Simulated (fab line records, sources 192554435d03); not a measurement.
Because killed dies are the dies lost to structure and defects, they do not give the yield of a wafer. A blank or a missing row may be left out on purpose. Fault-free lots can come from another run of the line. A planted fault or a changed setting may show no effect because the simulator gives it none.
A lot that was struck, set against a sound lot + flow n5_finfet + 43 steps out of a route of 1938
Sound: these wafers, L876.1, L876.4, L876.5. Struck: wafer L887.1 (left out: L887.2, L887.3 of the same lot, which were not struck); the cause appears at the end.
Order at every step that has rows: each side's tool, ch and its chambers, its first start. Under that, the readings that differ: sound wafers + struck wafers + difference of the means + sigmas: that difference in standard deviations of wafers without a fault.
alike: same words and numbers on both sides, and readings whose means sit less than 2 such deviations apart. not compared: any withheld reading, any reading some wafer has no value for, any bound like >300 that may hide the same value, and any number with overlapping values for which the record gives no deviation.
The two part at a step that has a row with sigmas, a row that says differs or no value, or rows on one side only. Numbers that have no deviation but don't overlap get no sigmas and don't part them. A reading missing from all wafers of one side parts the sides only when that side holds two or more wafers.

first, 4 steps without rows for these wafers: N5_STI_FIN_REVEAL_PRECLEAN_25 (cleans in SPM, time 90 s); N5_STI_FIN_REVEAL_PRECLEAN_26 (cleans in SC1, time 45 s); N5_STI_FIN_REVEAL_PRECLEAN_29 (cleans in DHF, time 30 s); N5_STI_FIN_REVEAL_SRD_12 (time 30 s).
N5_STI_FIN_REVEAL_RECESS_09: chemistry HF/NH3, target SiO2, afs cycles 11, target depth 42.5 nm, sublimation time 60 s.
  sound on vapor_etch-01 ch 1, day 2 10:17; struck on vapor_etch-01 ch 1, day 5 05:31
  alike: drypump_motor_current_A, sublimation_temp_c
then, 2 steps without rows for these wafers: N5_STI_FIN_REVEAL_STRIP_16 (strips SiNx in H3PO4, target depth 23.8 nm); N5_STI_FIN_REVEAL_PRECLEAN_17 (cleans in NF3:NH3, afs cycles 1, time 20 s, sublimation time 60 s).
N5_STI_FIN_REVEAL_ETCH_34: etches Si in H2, material Si, target depth 0.97 nm.
  sound on rie_si-06 ch 0,3, day 2 13:59; struck on rie_si-04 ch 2, day 5 07:38
| reading               | sound             | struck | difference | sigmas |
|-----------------------|-------------------|--------|------------|--------|
| oes_product_au (a.u.) | 1.023 0.998 1.022 | 0.958  | -0.056     | -4     |
  alike: drypump_motor_current_A, throttle_valve_pct
  not compared: rf_hours_counter_h
N5_STI_FIN_REVEAL_OXIDATION_31: chemistry O2 PLASMA REMOTE, time 20 s.
  sound on plasma_asher-01 ch 0,1, day 2 14:02; struck on plasma_asher-01 ch 0, day 5 07:46
  alike: drypump_motor_current_A, heater_power_w
  not compared: rf_hours_counter_h
then, 3 steps without rows for these wafers: N5_STI_FIN_REVEAL_PRECLEAN_32 (cleans in NF3:NH3, afs cycles 1, time 20 s, sublimation time 60 s); N5_STI_FIN_REVEAL_STRIP_35 (strips Si3N4 in H3PO4, target depth 4 nm, time 39 s); N5_STI_FIN_REVEAL_SRD_21 (time 30 s).
N5_STI_FIN_REVEAL_OXIDATION_33: chemistry O2 PLASMA REMOTE, time 20 s.
  sound on plasma_asher-02 ch 0,1, day 2 14:26; struck on plasma_asher-01 ch 1, day 5 08:08
  alike: drypump_motor_current_A, heater_power_w
  not compared: rf_hours_counter_h
then, 2 steps without rows for these wafers: N5_STI_FIN_REVEAL_CLEAN_19 (cleans in O3/DIW, time 120 s); N5_STI_FIN_REVEAL_SRD_23 (time 30 s).
N5_STI_FIN_REVEAL_CD_MEAS_22: target cd 6.238 nm, pitch 28 nm.
  sound on cd_sem-01, day 2 14:37; struck on cd_sem-01, day 5 08:18
| reading    | sound          | struck | difference | sigmas |
|------------|----------------|--------|------------|--------|
| cd_nm (nm) | 6.08 6.21 6.63 | 6.99   | +0.68      | +3     |
N5_STI_FIN_REVEAL_FIN_H_MEAS_10:
  sound on ocd-02, day 2 14:38; struck on ocd-02, day 5 08:20
  alike: trench_depth_nm
then, 2 steps without rows for these wafers: N5_STI_FIN_REVEAL_PRECLEAN_18 (cleans in SC2, time 45 s); N5_STI_FIN_REVEAL_SRD_28 (time 30 s).
N5_STI_FIN_REVEAL_INSPECT_13: inspects for defects (darkfield).
  sound on defect_inspect-01, day 2 14:43; struck on defect_inspect-01, day 5 08:25
  alike: raw_defect_count
then, 2 steps without rows for these wafers: N5_DUMMY_GATE_PRECLEAN_00 (cleans in O3/DIW, time 60 s); N5_DUMMY_GATE_SRD_01 (time 30 s).
N5_DUMMY_GATE_ALD_02: deposits SiO2, target thk 2 nm, pulse time 1 s.
  sound on ald_sin-01 ch 0,2,3, day 2 15:05; struck on ald_sin-01 ch 0, day 5 08:38
  alike: heater_power_w, precursor_pulse_height_rel
then, 3 steps without rows for these wafers: N5_DUMMY_GATE_CVD_03 (deposits a-Si from SiH4, target thk 150 nm, time 8042 s); N5_DUMMY_GATE_PRECLEAN_46 (cleans in DIW, time 89.5 s); N5_DUMMY_GATE_SRD_47 (dry time 32 s).
N5_DUMMY_GATE_CMP_04: polishes a-Si.
  sound on cmp-03 ch 1,2, day 2 20:45; struck on cmp-01 ch 3, day 5 12:28
  alike: motor_current_A, time_to_endpoint_s
N5_DUMMY_GATE_THK_MEAS_05:
  sound on film_metro-01, day 2 20:59; struck on film_metro-02, day 5 12:43
  alike: thk_nm
then, 11 steps without rows for these wafers: N5_DUMMY_GATE_HM_DEP_06 (deposits SiNx from DCS/NH3, target thk 80 nm, time 5141 s); N5_DUMMY_GATE_PECVD_30 (deposits SiO2 from TEOS/O2, target thk 55 nm, time 10.8 s); N5_DUMMY_GATE_COAT_34 (time 60 s, resist thk 60 nm); N5_DUMMY_GATE_COAT_35 (time 60 s, resist thk 10 nm); N5_DUMMY_GATE_COAT_28 (time 60 s, resist thk 10 nm); N5_DUMMY_GATE_COAT_09 (resist thk 30 nm); N5_DUMMY_GATE_EBR_11; N5_DUMMY_GATE_SOFTBAKE_10 (time 60 s); N5_DUMMY_GATE_EXPOSE_12 (exposes mask GATE, target cd 25 nm); N5_DUMMY_GATE_PEB_13 (peb time 60 s); N5_DUMMY_GATE_DEVELOP_14 (develop time 30 s).
N5_DUMMY_GATE_CD_MEAS_15: the cd target is 25.8 nm.
  sound on cd_sem-01 ch 0, day 3 03:21; struck on cd_sem-01 ch 0, day 5 17:07
  alike: cd_nm
N5_DUMMY_GATE_OVL_MEAS_16:
  sound on overlay-01 ch 0, day 3 03:23; struck on overlay-01 ch 0, day 5 17:10
  alike: GATE_OVL
N5_DUMMY_GATE_INSPECT_17: inspects for defects (brightfield).
  sound on defect_inspect-02, day 3 03:27; struck on defect_inspect-02, day 5 17:13
  alike: raw_defect_count
-- here the record skips 6 days between the struck wafers' starts before and after, leaving off in module DUMMY_GATE and picking up in module BEOL_M4 (first step shown: number 1111 of the route) --
N5_BEOL_M4_RC_MEAS_101:
  sound on prober-01 ch 0, day 8 16:07; struck on prober-01 ch 0, day 11 23:22
| reading            | sound             | struck | difference | sigmas |
|--------------------|-------------------|--------|------------|--------|
| DIBL_N (mV/V)      | 35.3 34.5 34.5    | 39.1   | +4.3       | +3     |
| DIBL_P (mV/V)      | 35.9 34.7 35.3    | 40.5   | +5.2       | +3     |
| IOFF_N (nA/um)     | 0.179 0.155 0.166 | 0.246  | +0.079     | +4     |
| IOFF_N_85C (nA/um) | 3.3 3.0 3.1       | 4.5    | +1.4       | +4     |
| IOFF_N_LIN (nA/um) | 0.084 0.074 0.078 | 0.109  | +0.030     | +4     |
| IOFF_P (nA/um)     | 0.233 0.213 0.224 | 0.294  | +0.071     | +3     |
| IOFF_P_85C (nA/um) | 4.0 3.7 3.8       | 4.8    | +1.0       | +2     |
| IOFF_P_LIN (nA/um) | 0.113 0.106 0.110 | 0.139  | +0.029     | +3     |
| SS_N (mV/dec)      | 71.3 70.7 70.2    | 72.7   | +2.0       | +4     |
| SS_P (mV/dec)      | 73.4 72.4 72.7    | 74.7   | +1.9       | +3     |
| VT_N_LVT (mV)      | 94.6 98.8 95.9    | 90.1   | -6.3       | -3     |
  alike: ION_N, ION_P, VT_N, VT_P

## WHERE THEY PART
First at N5_STI_FIN_REVEAL_ETCH_34; last, within this record, at N5_BEOL_M4_RC_MEAS_101.

WHY: the cause the simulator had injected
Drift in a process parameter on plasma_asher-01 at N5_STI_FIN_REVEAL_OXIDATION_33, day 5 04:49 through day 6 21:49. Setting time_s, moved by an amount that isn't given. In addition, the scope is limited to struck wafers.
